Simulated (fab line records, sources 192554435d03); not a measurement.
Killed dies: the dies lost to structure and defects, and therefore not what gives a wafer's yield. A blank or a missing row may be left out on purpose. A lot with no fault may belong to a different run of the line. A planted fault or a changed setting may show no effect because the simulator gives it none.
A sampling plan put to the test | flow n5_finfet | one fab line, 11 faults that these records tell of, each judged on the records of the lots that it struck
The plan is the line's own looks: the steps of the route at which a gauge or an inspection reads the wafer and doesn't change it. A look can be judged if struck wafers have a number there and the file gives its usual mean and standard deviation on fault-free wafers. Caught: a look later than the fault's first step finds the struck wafers' mean 4 or more of those standard deviations (sigma) from the usual mean. On the tool: the same test on the tool's own readings at the fault's steps. Also counted as caught: the struck wafers showing another recipe, or a record that is empty for them alone.

== THE FAULTS, as the simulator had put them in ==
1. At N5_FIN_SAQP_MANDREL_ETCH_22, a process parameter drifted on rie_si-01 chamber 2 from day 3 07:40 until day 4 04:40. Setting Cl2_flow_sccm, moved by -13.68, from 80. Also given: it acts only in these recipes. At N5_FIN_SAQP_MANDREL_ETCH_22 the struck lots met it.
2. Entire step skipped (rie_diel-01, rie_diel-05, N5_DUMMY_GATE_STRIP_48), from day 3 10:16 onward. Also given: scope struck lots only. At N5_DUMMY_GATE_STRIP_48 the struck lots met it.
3. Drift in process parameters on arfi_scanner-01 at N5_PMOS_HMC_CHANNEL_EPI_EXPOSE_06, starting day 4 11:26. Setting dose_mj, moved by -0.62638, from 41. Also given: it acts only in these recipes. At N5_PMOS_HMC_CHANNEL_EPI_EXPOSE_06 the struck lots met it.
4. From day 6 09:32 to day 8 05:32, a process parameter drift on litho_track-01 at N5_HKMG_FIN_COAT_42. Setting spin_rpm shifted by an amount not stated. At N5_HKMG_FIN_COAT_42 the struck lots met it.
5. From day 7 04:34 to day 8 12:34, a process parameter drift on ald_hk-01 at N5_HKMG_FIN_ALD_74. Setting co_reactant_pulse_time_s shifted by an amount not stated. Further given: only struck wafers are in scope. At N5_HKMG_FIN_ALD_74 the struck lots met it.
6. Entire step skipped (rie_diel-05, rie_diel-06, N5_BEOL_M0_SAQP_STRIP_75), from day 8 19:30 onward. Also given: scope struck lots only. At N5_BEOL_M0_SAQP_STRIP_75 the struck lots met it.
7. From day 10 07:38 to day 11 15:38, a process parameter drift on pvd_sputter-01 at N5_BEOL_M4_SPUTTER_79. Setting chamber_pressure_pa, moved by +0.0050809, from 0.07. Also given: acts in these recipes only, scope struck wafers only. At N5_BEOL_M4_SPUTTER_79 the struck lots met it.
8. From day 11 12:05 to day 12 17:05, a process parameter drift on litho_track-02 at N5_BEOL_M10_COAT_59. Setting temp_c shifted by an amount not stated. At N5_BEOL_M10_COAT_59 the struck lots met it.
9. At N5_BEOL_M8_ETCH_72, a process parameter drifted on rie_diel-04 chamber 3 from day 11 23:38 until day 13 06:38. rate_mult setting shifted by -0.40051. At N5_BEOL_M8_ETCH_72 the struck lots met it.
10. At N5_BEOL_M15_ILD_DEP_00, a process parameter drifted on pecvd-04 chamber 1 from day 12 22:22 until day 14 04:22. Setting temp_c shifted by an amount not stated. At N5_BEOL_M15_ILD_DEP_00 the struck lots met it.
11. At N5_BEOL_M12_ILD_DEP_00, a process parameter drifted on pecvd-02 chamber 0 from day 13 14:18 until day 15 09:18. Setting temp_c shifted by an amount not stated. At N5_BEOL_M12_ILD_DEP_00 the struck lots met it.

== WHAT THE PLAN SAW ==
fault | on the tool itself                               | first look that catches it                   | reading, sigma                                  | median hours from its first step to that look | hours from the fault's start to the first struck lot there | judged looks passed uncaught
1     | mfc_cl2_sccm -59 sigma                           | not the one look that can be judged after it | -                                               | -                                             | -                                                          | 1
2     | the tool's record is blank for the struck wafers | not the one look that can be judged after it | -                                               | -                                             | -                                                          | 1
3     | exposure_dose_mJ_cm2 -4.7 sigma                  | not the one look that can be judged after it | -                                               | -                                             | -                                                          | 1
4     | spin_speed_rpm +78 sigma                         | not the one look that can be judged after it | -                                               | -                                             | -                                                          | 1
5     | under 2 sigma                                    | not the one look that can be judged after it | -                                               | -                                             | -                                                          | 1
6     | the tool's record is blank for the struck wafers | not the one look that can be judged after it | -                                               | -                                             | -                                                          | 1
7     | chamber_pressure_pa +36 sigma                    | not the one look that can be judged after it | strongest: SS_P at N5_BEOL_M4_RC_MEAS_101, -2.3 | -                                             | -                                                          | 1
8     | plate_temp_C -13 sigma                           | no look after it can be judged               | -                                               | -                                             | -                                                          | 0
9     | etch_rf_on_time_s +30 sigma                      | no look after it can be judged               | -                                               | -                                             | -                                                          | 0
10    | susceptor_temp_C -10 sigma                       | no look after it can be judged               | -                                               | -                                             | -                                                          | 0
11    | susceptor_temp_C +20 sigma                       | not the one look that can be judged after it | -                                               | -                                             | -                                                          | 1
A dash: the fault is not caught, or the number is missing from these records.

Caught at a look: 0 of 11. Caught on the tool: 10 of 11. By one or the other: 10 of 11.
Faults 1, 2, 3, 4, 6, 7, 8, 9, 10, 11 were caught on the tool alone.
Caught by neither: fault 5.
